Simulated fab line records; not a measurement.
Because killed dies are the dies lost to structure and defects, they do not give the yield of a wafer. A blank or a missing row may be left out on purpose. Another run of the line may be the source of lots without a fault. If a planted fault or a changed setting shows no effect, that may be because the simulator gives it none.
fab line records | flow n5-finfet
[record] lots = 9 | wafers = 27 | last-day = 17
route steps=1938 shown BEOL_M1@830 BEOL_M2@857 BEOL_M4@1111
lots that met no fault: from a run of the same line without faults
start-h: hours from the record's first day to the start of the lot's first wafer shown | wait-h: hours elapsed since this lot's preceding step | " identical to the entry in the row above | L1.1+2: a single row standing in for several wafers | - no value, or no start given | * or withheld: withheld | < > ~ a bound
route shown NAME@n: names a module that has steps shown in the file, with the first one's number in the route | usual: mean/standard deviation taken from wafers without a fault | same: alike in all rows | chamber/n: place in a boat | sites: readings site by site | _std_site: how widely they spread, as a standard deviation | _edge_site: inner sites' mean taken away from outer sites' mean | radius-mm: how far each site lies from the wafer's centre | mask NAME#n: copy n | behind: tool/chamber where the wafer was last shaped | hold: why the lot was held/for how many hours/how that ended | device: which transistor (n, p or np) failed to switch | end of line: tests of these same wafers at the route's end | where a step has no rows: the recipe by itself | killed: count of dies lost to structure and defects at first sort (not the wafer's yield) | map: per-die view of a wafer (x killed, . not killed, _ where there is no die)
set.NAME: the setting that was run; set.NAME@STEP: the one run at that earlier step | model.NAME: the simulator's own value behind a step, which no gauge read
the route's steps for a sample of lots (tables are steps, rows are wafers)
services: the hour from which a tool's chamber was out of use, counted from the record's first day as start-h (under 0 if before that day), plus the number of hours and why
[[steps]]
[step N5_BEOL_M1_SPUTTER_96]
[recipe] material = Cu | target-thk-a = 45 | temp-c = -20 | chamber-pressure-pa = 0.07 | power-w = withheld | time-s = 8.29
[usual] chuck-gas-flow-sccm = 1.26/0.053 | throttle-valve-pct = 30.7/1.1
lot.wafer | tool           | chamber | start-h | wait-h | chuck-gas-flow-sccm | throttle-valve-pct
L453.1    | pvd-sputter-02 | -       | 136.33  | 0.1    | 1.39                | 30.9
L453.3    | "              | -       | "       | "      | 1.28                | 30.4
L453.4    | "              | -       | "       | "      | 1.25                | 29.5
L456.1    | pvd-sputter-01 | -       | 149.20  | 0.1    | 1.31                | 31.4
L456.5    | "              | -       | "       | "      | 1.35                | 31.4
L456.6    | "              | -       | "       | "      | 1.31                | 32.9
L457.1    | pvd-sputter-01 | -       | 164.72  | 0.1    | 1.27                | 30.6
L457.3    | "              | -       | "       | "      | 1.27                | 31.3
L457.4    | "              | -       | "       | "      | 1.20                | 32.7
L459.1    | pvd-sputter-01 | -       | 167.19  | 0.1    | 1.30                | 30.4
L459.5    | "              | -       | "       | "      | 1.26                | 32.8
L459.6    | "              | -       | "       | "      | 1.26                | 29.9
L460.3    | pvd-sputter-01 | -       | 172.85  | 0.1    | 1.24                | 30.0
L460.4    | "              | -       | "       | "      | 1.31                | 32.7
L460.6    | "              | -       | "       | "      | 1.18                | 30.3
L470.4    | pvd-sputter-01 | -       | 236.30  | 0.1    | 1.20                | 30.5
L470.5    | "              | -       | "       | "      | 1.26                | 30.0
L470.6    | "              | -       | "       | "      | 1.15                | 33.2
L473.1    | pvd-sputter-01 | -       | 263.95  | 0.1    | 1.26                | 30.1
L473.3    | "              | -       | "       | "      | 1.17                | 32.9
L473.4    | "              | -       | "       | "      | 1.25                | 31.5
L474.1    | pvd-sputter-01 | -       | 269.73  | 0.1    | 1.27                | 30.3
L474.3    | "              | -       | "       | "      | 1.26                | 32.8
L474.5    | "              | -       | "       | "      | 1.30                | 30.1
L475.3    | pvd-sputter-03 | -       | 279.49  | 0.1    | 1.32                | 28.6
L475.4    | "              | -       | "       | "      | 1.26                | 30.6
L475.6    | "              | -       | "       | "      | 1.19                | 30.3
[step N5_BEOL_M1_THK_MEAS_53]
[recipe] thk-meas-gauge = xrf | reads = Cu_of_BEOL_M1_ECD_50
[usual] M1_THK = 40.1/1.4
lot.wafer | tool          | chamber | start-h | wait-h | M1_THK[nm]
L453.1    | film-metro-02 | -       | 137.26  | -      | 40.8
L453.3    | "             | -       | "       | "      | 39.7
L453.4    | "             | -       | "       | "      | 41.1
L456.1    | film-metro-02 | -       | 150.00  | -      | 40.5
L456.5    | "             | -       | "       | "      | 41.3
L456.6    | "             | -       | "       | "      | 40.2
L457.1    | film-metro-02 | -       | 165.53  | -      | 40.5
L457.3    | "             | -       | "       | "      | 41.8
L457.4    | "             | -       | "       | "      | 41.5
L459.1    | film-metro-02 | -       | 167.98  | -      | 41.5
L459.5    | "             | -       | "       | "      | 41.3
L459.6    | "             | -       | "       | "      | 41.8
L460.3    | film-metro-01 | -       | 173.65  | -      | 39.4
L460.4    | "             | -       | "       | "      | 40.6
L460.6    | "             | -       | "       | "      | 39.8
L470.4    | film-metro-02 | -       | 237.09  | -      | 39.2
L470.5    | "             | -       | "       | "      | 39.6
L470.6    | "             | -       | "       | "      | 41.2
L473.1    | film-metro-02 | -       | 264.74  | -      | 39.8
L473.3    | "             | -       | "       | "      | 40.4
L473.4    | "             | -       | "       | "      | 42.1
L474.1    | film-metro-01 | -       | 270.52  | -      | 37.4
L474.3    | "             | -       | "       | "      | 39.9
L474.5    | "             | -       | "       | "      | 38.8
L475.3    | film-metro-02 | -       | 280.55  | -      | 39.8
L475.4    | "             | -       | "       | "      | 39.3
L475.6    | "             | -       | "       | "      | 41.0
[step N5_BEOL_M2_DESCUM_16]
[recipe] chemistry = O2 | time-s = 7 | source-power-w = 50 | bias-power-w = 20 | pressure-mtorr = 20 | rf-frequency-hz = 2.712e+07 | temp-c = 40 | resist = CAR-EUV | o2-flow-sccm = 225
[usual] chamber-pressure-mTorr = 20.004/0.018 | drypump-motor-current-A = 5.7/0.53 | oes-product-au = 0.78/0.081 | rf-vpp-V = 242.8/1.5 | showerhead-plenum-p-Torr = 2.07/0.075 | throttle-valve-pct = 20.54/0.19
lot.wafer | tool        | chamber | start-h | wait-h | chamber-pressure-mTorr | drypump-motor-current-A | oes-product-au | rf-hours-counter-h | rf-vpp-V | showerhead-plenum-p-Torr | throttle-valve-pct
L453.1    | rie-diel-06 | 3       | 139.60  | 0.0    | 20.005                 | 5.1                     | 0.97           | 3                  | 242.4    | 2.06                     | 20.29
L453.3    | "           | 1       | "       | "      | 20.025                 | 5.6                     | 0.74           | 173                | 240.3    | 1.93                     | 20.75
L453.4    | "           | 1       | "       | "      | 20.027                 | 5.6                     | 0.74           | -                  | 240.7    | 1.93                     | 20.74
L456.1    | rie-diel-05 | 0       | 152.05  | 0.1    | 20.028                 | 5.7                     | 0.75           | 172                | 243.3    | 2.09                     | 20.80
L456.5    | "           | 2       | "       | "      | 20.035                 | 6.5                     | 0.80           | -                  | 243.5    | 2.10                     | 20.33
L456.6    | "           | 1       | "       | "      | 19.989                 | 6.1                     | 0.75           | -                  | 241.7    | 1.97                     | 20.60
L457.1    | rie-diel-04 | 1       | 168.31  | 0.0    | 20.038                 | 5.8                     | 0.87           | 38                 | 244.8    | 2.13                     | 20.60
L457.3    | "           | 3       | "       | "      | 20.016                 | 4.9                     | 0.73           | 155                | 240.6    | 2.01                     | 20.70
L457.4    | "           | 1       | "       | "      | 20.013                 | 5.8                     | 0.87           | -                  | 243.8    | 2.13                     | 20.60
L459.1    | rie-diel-06 | 2       | 173.18  | 0.0    | 20.021                 | 5.6                     | 0.91           | 22                 | 245.1    | 2.14                     | 20.24
L459.5    | "           | 0       | "       | "      | 20.000                 | 6.4                     | 0.67           | -                  | 243.8    | 2.06                     | 20.51
L459.6    | "           | 1       | "       | "      | 19.980                 | 5.6                     | 0.73           | -                  | 240.6    | 1.92                     | 20.75
L460.3    | rie-diel-04 | 3       | 176.26  | 0.0    | 20.016                 | 4.9                     | 0.73           | 160                | 242.9    | 2.01                     | 20.72
L460.4    | "           | 1       | "       | "      | 19.985                 | 5.8                     | 0.86           | -                  | 244.2    | 2.12                     | 20.62
L460.6    | "           | 2       | "       | "      | 19.991                 | 4.9                     | 0.70           | -                  | 245.1    | 2.17                     | 20.54
L470.4    | rie-diel-04 | 1       | 238.85  | 0.0    | 20.007                 | 5.8                     | 0.84           | 68                 | 241.9    | 2.12                     | 20.64
L470.5    | "           | 3       | "       | "      | 19.993                 | 4.9                     | 0.71           | -                  | 241.9    | 2.00                     | 20.75
L470.6    | "           | 0       | "       | "      | 19.995                 | 6.0                     | 0.74           | -                  | 245.4    | 2.18                     | 20.53
L473.1    | rie-diel-06 | 2       | 266.26  | 0.0    | 20.033                 | 5.6                     | 0.87           | 49                 | 243.4    | 2.13                     | 20.28
L473.3    | "           | 3       | "       | "      | 19.968                 | 5.1                     | 0.87           | 42                 | 241.8    | 2.05                     | 20.34
L473.4    | "           | 1       | "       | "      | 20.016                 | 5.6                     | 0.71           | 214                | 240.9    | 1.91                     | 20.80
L474.1    | rie-diel-06 | 0       | 272.28  | 0.2    | 20.012                 | 6.4                     | 0.93           | 18                 | 242.3    | 2.05                     | 20.21
L474.3    | "           | 3       | "       | "      | 20.005                 | 5.1                     | 0.85           | 44                 | 243.4    | 2.05                     | 20.36
L474.5    | "           | 2       | "       | "      | 20.001                 | 5.6                     | 0.86           | -                  | 242.8    | 2.13                     | 20.28
L475.3    | rie-diel-05 | 0       | 282.94  | 0.1    | 20.029                 | 5.7                     | 0.70           | 221                | 243.9    | 2.07                     | 20.87
L475.4    | "           | 3       | "       | "      | 19.997                 | 5.4                     | 0.72           | 205                | 243.9    | 2.08                     | 20.56
L475.6    | "           | 3       | "       | "      | 20.007                 | 5.4                     | 0.71           | -                  | 242.9    | 2.08                     | 20.54
[step N5_BEOL_M2_ETCH_63]
[recipe] chemistry = CF4 | target = SiARC | target-depth-a = 156 | mask-material = CAR-EUV | time-s = 26 | ion-energy-ev = 80 | pressure-mtorr = 40 | source-w = 545 | bias-w = 36 | Ar_flow_sccm = 100 | cf4-flow-sccm = 100 | ends = cleared
[usual] chamber-pressure-mTorr = 40.00/0.034 | drypump-motor-current-A = 5.7/0.53 | etch-rf-on-time-s = 25.6/0.73 | mfc-ar-sccm = 100.0/0.31 | oes-product-au = 0.67/0.071 | rf-vpp-V = 183.8/1.2 | showerhead-plenum-p-Torr = 2.11/0.073 | throttle-valve-pct = 15.68/0.21
lot.wafer | tool        | chamber | start-h | wait-h | chamber-pressure-mTorr | drypump-motor-current-A | etch-rf-on-time-s | mfc-ar-sccm | oes-product-au | rf-hours-counter-h | rf-vpp-V | showerhead-plenum-p-Torr | throttle-valve-pct
L453.1    | rie-diel-06 | 3       | 139.65  | 0.0    | 39.95                  | 5.1                     | 25.5              | 99.7        | 0.83           | 3                  | 183.9    | 2.10                     | 15.34
L453.3    | "           | 1       | "       | "      | 40.04                  | 5.6                     | 25.9              | 99.9        | 0.64           | 173                | 181.5    | 1.97                     | 15.81
L453.4    | "           | 1       | "       | "      | 39.99                  | 5.6                     | 26.1              | 99.9        | 0.63           | -                  | 183.2    | 1.97                     | 15.78
L456.1    | rie-diel-05 | 0       | 152.10  | 0.0    | 40.02                  | 5.7                     | 26.3              | 99.9        | 0.63           | 172                | 184.8    | 2.12                     | 15.87
L456.5    | "           | 2       | "       | "      | 39.99                  | 6.5                     | 25.8              | 100.1       | 0.69           | -                  | 183.8    | 2.14                     | 15.50
L456.6    | "           | 1       | "       | "      | 40.03                  | 6.1                     | 24.7              | 99.9        | 0.64           | -                  | 182.0    | 2.03                     | 15.92
L457.1    | rie-diel-04 | 1       | 168.37  | 0.0    | 39.95                  | 5.8                     | 25.4              | 99.8        | 0.76           | 39                 | 185.0    | 2.19                     | 15.78
L457.3    | "           | 3       | "       | "      | 40.01                  | 4.9                     | 25.2              | 100.1       | 0.63           | 155                | 182.5    | 2.06                     | 15.82
L457.4    | "           | 1       | "       | "      | 39.98                  | 5.8                     | 25.6              | 99.9        | 0.76           | -                  | 183.7    | 2.19                     | 15.77
L459.1    | rie-diel-06 | 2       | 173.23  | 0.0    | 40.04                  | 5.6                     | 24.7              | 99.8        | 0.79           | 22                 | 183.4    | 2.18                     | 15.33
L459.5    | "           | 0       | "       | "      | 40.06                  | 6.4                     | 26.4              | 99.8        | 0.57           | -                  | 184.0    | 2.11                     | 15.73
L459.6    | "           | 1       | "       | "      | 40.05                  | 5.6                     | 25.6              | 99.7        | 0.63           | -                  | 181.8    | 1.97                     | 15.82
L460.3    | rie-diel-04 | 3       | 176.31  | 0.0    | 39.96                  | 4.9                     | 25.5              | 99.7        | 0.63           | 160                | 183.0    | 2.05                     | 15.82
L460.4    | "           | 1       | "       | "      | 39.99                  | 5.8                     | 26.0              | 99.5        | 0.74           | -                  | 184.5    | 2.18                     | 15.77
L460.6    | "           | 2       | "       | "      | 40.00                  | 4.8                     | 27.4              | 99.9        | 0.60           | -                  | 186.2    | 2.21                     | 15.73
L470.4    | rie-diel-04 | 1       | 238.91  | 0.0    | 39.95                  | 5.8                     | 25.6              | 100.5       | 0.72           | 68                 | 184.4    | 2.18                     | 15.82
L470.5    | "           | 3       | "       | "      | 40.01                  | 4.9                     | 16.5              | 100.1       | 0.80           | -                  | 183.7    | 2.05                     | 15.90
L470.6    | "           | 0       | "       | "      | 40.03                  | 6.0                     | 25.7              | 100.4       | 0.63           | -                  | 183.7    | 2.23                     | 15.77
L473.1    | rie-diel-06 | 2       | 266.31  | 0.0    | 40.02                  | 5.6                     | 25.0              | 99.8        | 0.75           | 49                 | 184.9    | 2.17                     | 15.39
L473.3    | "           | 3       | "       | "      | 39.96                  | 5.1                     | 25.4              | 100.0       | 0.73           | 42                 | 183.6    | 2.09                     | 15.40
L473.4    | "           | 1       | "       | "      | 39.97                  | 5.6                     | 25.9              | 99.8        | 0.61           | 214                | 182.1    | 1.96                     | 15.88
L474.1    | rie-diel-06 | 0       | 272.33  | 0.0    | 39.99                  | 6.5                     | 26.0              | 100.7       | 0.80           | 18                 | 184.0    | 2.10                     | 15.30
L474.3    | "           | 3       | "       | "      | 40.00                  | 5.1                     | 25.7              | 100.5       | 0.73           | 44                 | 183.0    | 2.09                     | 15.41
L474.5    | "           | 2       | "       | "      | 39.99                  | 5.6                     | 25.1              | 99.9        | 0.75           | -                  | 184.3    | 2.17                     | 15.39
L475.3    | rie-diel-05 | 0       | 282.99  | 0.0    | 39.96                  | 5.7                     | 26.3              | 100.2       | 0.61           | 221                | 184.1    | 2.10                     | 15.96
L475.4    | "           | 3       | "       | "      | 40.06                  | 5.4                     | 24.8              | 99.7        | 0.64           | 205                | 183.6    | 2.11                     | 15.66
L475.6    | "           | 3       | "       | "      | 40.04                  | 5.4                     | 24.8              | 99.8        | 0.63           | -                  | 183.5    | 2.11                     | 15.67
[step N5_BEOL_M4_RC_MEAS_101]
[usual] DIBL_N = 35.9/1.9 | DIBL_P = 35.8/2.4 | IOFF_N = 0.15/0.031 | IOFF_P = 0.21/0.037 | ION_N = 672/13 | ION_P = 462/8.3 | SS_N = 71.5/0.72 | SS_P = 73.2/0.67 | VT_N = 250/3.4 | VT_P = -250/3.4
lot.wafer | tool      | chamber | start-h | wait-h | DIBL_N[mV/V] | DIBL_P[mV/V] | IOFF_N[nA/um] | IOFF_P[nA/um] | ION_N[uA/um] | ION_P[uA/um] | SS_N[mV/dec] | SS_P[mV/dec] | VT_N[mV] | VT_P[mV]
L453.1    | prober-01 | 0       | 176.60  | 0.0    | 36.6         | 36.7         | 0.16          | 0.23          | 671          | 469          | 71.6         | 73.5         | 250      | -248
L453.3    | "         | 0       | "       | "      | 34.4         | 35.1         | 0.12          | 0.21          | 640          | 456          | 70.6         | 73.6         | 257      | -249
L453.4    | "         | 0       | "       | "      | 35.2         | 36.2         | 0.14          | 0.23          | 667          | 472          | 70.9         | 73.5         | 253      | -249
L459.1    | prober-02 | 0       | 203.01  | 0.0    | 35.9         | 36.7         | 0.16          | 0.22          | 684          | 462          | 70.7         | 73.4         | 248      | -252
L459.5    | "         | 0       | "       | "      | 33.1         | 32.7         | 0.11          | 0.16          | 657          | 456          | 70.2         | 71.7         | 252      | -254
L459.6    | "         | 0       | "       | "      | 36.3         | 36.9         | 0.17          | 0.22          | 678          | 460          | 71.2         | 73.2         | 247      | -248
L457.1    | prober-01 | 0       | 203.11  | 0.0    | 35.0         | 36.6         | 0.16          | 0.20          | 679          | 461          | 71.9         | 73.5         | 250      | -252
L457.3    | "         | 0       | "       | "      | 32.6         | 33.3         | 0.12          | 0.16          | 660          | 455          | 71.3         | 72.5         | 253      | -255
L457.4    | "         | 0       | "       | "      | 31.7         | 31.5         | 0.10          | 0.14          | 651          | 448          | 71.0         | 72.5         | 256      | -254
L456.1    | prober-01 | 0       | 204.98  | 0.0    | 37.3         | 37.0         | 0.16          | 0.24          | 672          | 469          | 71.5         | 73.0         | 253      | -246
L456.5    | "         | 0       | "       | "      | 36.3         | 33.6         | 0.15          | 0.19          | 658          | 450          | 72.1         | 73.0         | 252      | -252
L456.6    | "         | 0       | "       | "      | 36.6         | 35.0         | 0.14          | 0.21          | 661          | 461          | 72.0         | 73.7         | 251      | -251
L460.3    | prober-02 | 0       | 205.56  | 0.3    | 36.2         | 38.6         | 0.18          | 0.23          | 695          | 470          | 72.5         | 73.3         | 245      | -250
L460.4    | "         | 0       | "       | "      | 39.5         | 41.0         | 0.23          | 0.26          | 689          | 451          | 73.2         | 75.1         | 245      | -253
L460.6    | "         | 0       | "       | "      | 36.9         | 38.6         | 0.18          | 0.21          | 679          | 456          | 72.7         | 74.0         | 248      | -254
L470.4    | prober-01 | 0       | 287.27  | 0.5    | 35.1         | 33.9         | 0.13          | 0.17          | 674          | 463          | 71.7         | 72.8         | 254      | -256
L470.5    | "         | 0       | "       | "      | 38.3         | 38.0         | 0.18          | 0.23          | 693          | 480          | 71.4         | 73.7         | 250      | -249
L470.6    | "         | 0       | "       | "      | 37.1         | 36.6         | 0.16          | 0.20          | 674          | 455          | 72.0         | 73.1         | 251      | -253
L474.1    | prober-01 | 0       | 310.02  | 0.0    | 38.1         | 39.6         | 0.19          | 0.26          | 677          | 462          | 72.5         | 74.5         | 246      | -246
L474.3    | "         | 0       | "       | "      | 37.9         | 38.2         | 0.18          | 0.23          | 696          | 474          | 72.1         | 74.2         | 249      | -248
L474.5    | "         | 0       | "       | "      | 35.8         | 37.0         | 0.15          | 0.20          | 674          | 464          | 71.2         | 74.0         | 251      | -251
L473.1    | prober-02 | 0       | 310.27  | 0.0    | 36.2         | 39.0         | 0.16          | 0.23          | 667          | 459          | 71.7         | 73.3         | 252      | -248
L473.3    | "         | 0       | "       | "      | 37.0         | 39.4         | 0.16          | 0.22          | 662          | 451          | 71.6         | 73.5         | 249      | -250
L473.4    | "         | 0       | "       | "      | 35.5         | 37.0         | 0.14          | 0.19          | 672          | 461          | 71.8         | 73.1         | 252      | -250
L475.3    | prober-02 | 0       | 313.89  | 0.3    | 34.6         | 33.6         | 0.13          | 0.20          | 674          | 473          | 70.6         | 72.7         | 250      | -251
L475.4    | "         | 0       | "       | "      | 36.8         | 35.7         | 0.17          | 0.23          | 690          | 475          | 71.4         | 73.0         | 249      | -247
L475.6    | "         | 0       | "       | "      | 36.9         | 35.7         | 0.16          | 0.23          | 682          | 473          | 71.3         | 72.5         | 253      | -247
[[services]]
tool           | chamber | start-h | hours | kind
rie-diel-06    | 3       | 112.52  | -     | clean
rie-diel-06    | 3       | 112.52  | -     | consumable-replace:focus-ring
rie-diel-06    | 3       | 112.52  | 19.5  | scheduled-down
rie-diel-06    | 3       | 112.52  | 19.5  | vent-cycle
pvd-sputter-03 | -       | 113.99  | 0.9   | repair
pvd-sputter-01 | -       | 129.15  | 1.9   | repair
rie-diel-05    | -       | 130.49  | 0.3   | repair
rie-diel-04    | 0       | 167.03  | 32.6  | repair
rie-diel-04    | 3       | 191.39  | 5.6   | repair
rie-diel-06    | 0       | 204.57  | -     | clean
rie-diel-06    | 0       | 204.57  | -     | consumable-replace:focus-ring
rie-diel-06    | 0       | 204.57  | 14.5  | scheduled-down
rie-diel-06    | 0       | 204.57  | 14.5  | vent-cycle
rie-diel-05    | -       | 219.24  | 0.6   | repair
rie-diel-06    | -       | 226.50  | 4.3   | pm
pvd-sputter-02 | -       | 238.19  | 1.5   | repair
rie-diel-06    | 2       | 244.62  | 10.0  | repair
rie-diel-05    | 1       | 249.20  | 16.5  | repair
rie-diel-04    | 3       | 277.18  | 5.2   | repair
[[key]]
[first-sign] step = N5_BEOL_M2_ETCH_63 | reading = etch-rf-on-time-s | direction = down | sigmas = 13 | usual = * | struck = *
effect none on later readings
met-at N5_BEOL_M2_ETCH_63
struck-lots L470
struck-wafers L470.5
not-acting-at N5_BEOL_M1_SPUTTER_96,N5_BEOL_M1_THK_MEAS_53,N5_BEOL_M2_DESCUM_16
onset-between 176.31 238.91
[fault] kind = process-parameter-drift | tool = rie-diel-04 | chamber = 3 | onset-h = 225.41 | steps = N5_BEOL_M2_ETCH_63 | channel = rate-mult | offset = 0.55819 | shape = step | end-h = 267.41
